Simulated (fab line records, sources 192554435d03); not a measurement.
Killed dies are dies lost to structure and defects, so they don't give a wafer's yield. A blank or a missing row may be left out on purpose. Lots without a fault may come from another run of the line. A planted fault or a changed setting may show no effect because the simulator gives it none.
Split-lot experiment | flow n5_finfet | 7 lots, 21 wafers read, on a route of 1938 steps

THE SPLIT
At N5_DUMMY_GATE_COAT_28 (time 60 s, resist thk 10 nm), the setting spin_rpm was moved away from the recipe's 1500 rpm on 6 of the 21 wafers read, by -11.2% to +7.8%. The other wafers ran this setting at the recipe's value.

The reading is taken at the split's own step.

THE READING
underlayer_of_DUMMY_GATE_COAT_28.thk_nm (the simulator's own value, which no gauge read), in nm, at N5_DUMMY_GATE_COAT_28 (time 60 s, resist thk 10 nm). The file gives no usual value for it.

wafer  | tool, chamber at the split | spin_rpm as run, rpm | against the recipe | underlayer_of_DUMMY_GATE_COAT_28.thk_nm, nm | against lot-mates on the recipe
L075.1 | litho_track-02, 0          | 1500                 | recipe             | 10                                          | -
L075.5 | litho_track-02, 0          | 1500                 | recipe             | 10                                          | -
L075.2 | litho_track-02, 0          | 1332                 | -11.2%             | 10.6                                        | +0.6
L078.1 | litho_track-02, 0          | 1500                 | recipe             | 10                                          | -
L078.2 | litho_track-02, 0          | 1500                 | recipe             | 10                                          | -
L078.5 | litho_track-02, 0          | 1500                 | recipe             | 10                                          | -
L079.2 | litho_track-02, 0          | 1342                 | -10.5%             | 10.6                                        | +0.6
L079.4 | litho_track-02, 0          | 1342                 | -10.5%             | 10.6                                        | +0.6
L079.3 | litho_track-02, 0          | 1500                 | recipe             | 10                                          | -
L085.1 | litho_track-03, 0          | 1500                 | recipe             | 10                                          | -
L085.5 | litho_track-03, 0          | 1500                 | recipe             | 10                                          | -
L085.6 | litho_track-03, 0          | 1339                 | -10.7%             | 10.6                                        | +0.6
L090.2 | litho_track-02, 0          | 1617                 | +7.8%              | 9.6                                         | -0.4
L090.5 | litho_track-02, 0          | 1500                 | recipe             | 10                                          | -
L090.6 | litho_track-02, 0          | 1500                 | recipe             | 10                                          | -
L096.1 | litho_track-02, 0          | 1500                 | recipe             | 10                                          | -
L096.6 | litho_track-02, 0          | 1500                 | recipe             | 10                                          | -
L096.4 | litho_track-02, 0          | 1384                 | -7.7%              | 10.4                                        | +0.4
L097.1 | litho_track-02, 0          | 1500                 | recipe             | 10                                          | -
L097.2 | litho_track-02, 0          | 1500                 | recipe             | 10                                          | -
L097.4 | litho_track-02, 0          | 1500                 | recipe             | 10                                          | -

THE FIT
A straight line over all 21 wafers: underlayer_of_DUMMY_GATE_COAT_28.thk_nm changes by -0.0547 nm for each +1% of spin_rpm; r = -1.00; the points scatter about the line by 0.012 nm.
The same after taking each lot's own level away (the mean of its wafers on the recipe; 21 wafers): -0.0547 nm for each +1%; r = -1.00; scatter 0.012 nm.
On that fit, the largest move of spin_rpm shifts the reading by 0.61 nm.
The lots' own levels span 10.00 to 10.00 nm.
So the lot-to-lot level changes the slope little: the two slopes agree.
Check: with one of the wafers moved furthest among these (-11.2%) left out of the fit, the line predicts +0.619 nm for it against its lot-mates. It came out at +0.6 nm against them.

OTHER SPLITS ON THESE WAFERS
These wafers also went through other splits before the reading. Each is held against what the fit with the lots' levels taken away leaves over:
other split on the same wafers  | wafers away from the commonest value | r with underlayer_of_DUMMY_GATE_COAT_28.thk_nm (lot level and that fit taken away)
N5_ZERO_LAYER_COAT_05 spin_rpm  | 7                                    | +0.23
N5_ZERO_LAYER_EXPOSE_08 dose_mj | 9                                    | -0.08
N5_WELL_APT_COAT_02 spin_rpm    | 7                                    | -0.38
N5_WELL_APT_EXPOSE_05 dose_mj   | 7                                    | -0.54
N5_FIN_SAQP_ETCH_65 time_s      | 8                                    | -0.12

THE FILE'S OWN FIT
underlayer_of_DUMMY_GATE_COAT_28.thk_nm changes by -0.0544 nm for each +1% of spin_rpm, r = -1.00.
